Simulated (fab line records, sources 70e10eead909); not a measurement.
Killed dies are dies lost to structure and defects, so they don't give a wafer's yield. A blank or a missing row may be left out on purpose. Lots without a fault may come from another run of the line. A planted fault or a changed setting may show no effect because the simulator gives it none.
A struck lot beside a sound one | flow nand_harc | 15 steps out of a route of 1302
Sound: wafers L818.1, L818.5, L818.6. Struck: wafers L827.2, L827.3, L827.6. The cause comes at the end.
At each step with rows: each side's tool, then ch and its chambers, then its first start. Under that, the readings that differ: sound wafers | struck wafers | difference of the means | sigmas: that difference in standard deviations of wafers without a fault.
alike: readings whose means differ by less than 2 such deviations, and words and numbers that are the same on both sides. not compared: withheld readings, readings that some wafer has no value for, bounds like >300 that may hide the same value, and numbers for which the record gives no deviation and whose values overlap.
The two part at a step that has a row with sigmas, a row that says differs or no value, or rows on one side only. Numbers that don't overlap but have no deviation are shown without sigmas and don't part them. A reading that every wafer of one side lacks parts them only if that side has two wafers or more.

first, 1 step without rows for these wafers: NHARC_A_DECK1_JOINT_SRD_15.
NHARC_A_DECK1_JOINT_DEP_16: deposits SiO2, target thk 45 nm.
  sound on pecvd-01 ch 0,1,2, day 16 08:23; struck on pecvd-01 ch 0,1, day 19 18:28
  alike: chamber_pressure_Torr, heater_power_w, showerhead_vpp_V, throttle_valve_pct
NHARC_A_DECK1_JOINT_THK_MEAS_17: measures by ellipsometry.
  sound on film_metro-01, day 16 08:37; struck on film_metro-02, day 19 18:43
  alike: thk_nm
NHARC_A_DECK1_JOINT_INSPECT_05:
  sound on defect_inspect-01, day 16 08:39; struck on defect_inspect-01, day 19 18:44
  reading          | sound       | struck      | difference | sigmas
  raw_defect_count | 164 276 199 | 725 920 551 | +519       | +3
then, 1 step without rows for these wafers: NHARC_A_ONON_D2_DEP_00 (target thk 1000 nm).
NHARC_A_ONON_D2_THK_MEAS_02: measures by ellipsometry.
  sound on film_metro-01, day 16 09:14; struck on film_metro-02, day 19 19:29
  alike: thk_nm
then, 1 step without rows for these wafers: NHARC_A_ONON_D2_DEP_03 (target thk 1000 nm).
NHARC_A_ONON_D2_THK_MEAS_05: measures by ellipsometry.
  sound on film_metro-01, day 16 09:56; struck on film_metro-01, day 19 20:11
  alike: thk_nm
then, 1 step without rows for these wafers: NHARC_A_ONON_D2_DEP_06 (target thk 1000 nm).
NHARC_A_ONON_D2_THK_MEAS_08: measures by ellipsometry.
  sound on film_metro-01, day 16 10:37; struck on film_metro-01, day 19 20:45
  alike: thk_nm
then, 1 step without rows for these wafers: NHARC_A_ONON_D2_DEP_09 (target thk 1000 nm).
NHARC_A_ONON_D2_THK_MEAS_11: measures by ellipsometry.
  sound on film_metro-02, day 16 11:16; struck on film_metro-02, day 19 21:19
  alike: thk_nm
NHARC_A_ONON_D2_DEP_12: target thk 1000 nm.
  sound on pecvd_onon-01 ch 0, day 16 11:19; struck on pecvd_onon-03 ch 0, day 19 21:26
NHARC_A_ONON_D2_THK_MEAS_14: measures by ellipsometry.
  sound on film_metro-02, day 16 11:50; struck on film_metro-02, day 19 21:53
  reading     | sound          | struck         | difference | sigmas
  thk_nm (nm) | 1001 1001 1003 | 1054 1054 1053 | +52        | +7
then, 1 step without rows for these wafers: NHARC_A_ONON_D2_ANNEAL_15 (time 3600 s).

WHERE THEY PART
First at NHARC_A_DECK1_JOINT_INSPECT_05; last, within this record, at NHARC_A_ONON_D2_THK_MEAS_14.

WHY: what the simulator had put in
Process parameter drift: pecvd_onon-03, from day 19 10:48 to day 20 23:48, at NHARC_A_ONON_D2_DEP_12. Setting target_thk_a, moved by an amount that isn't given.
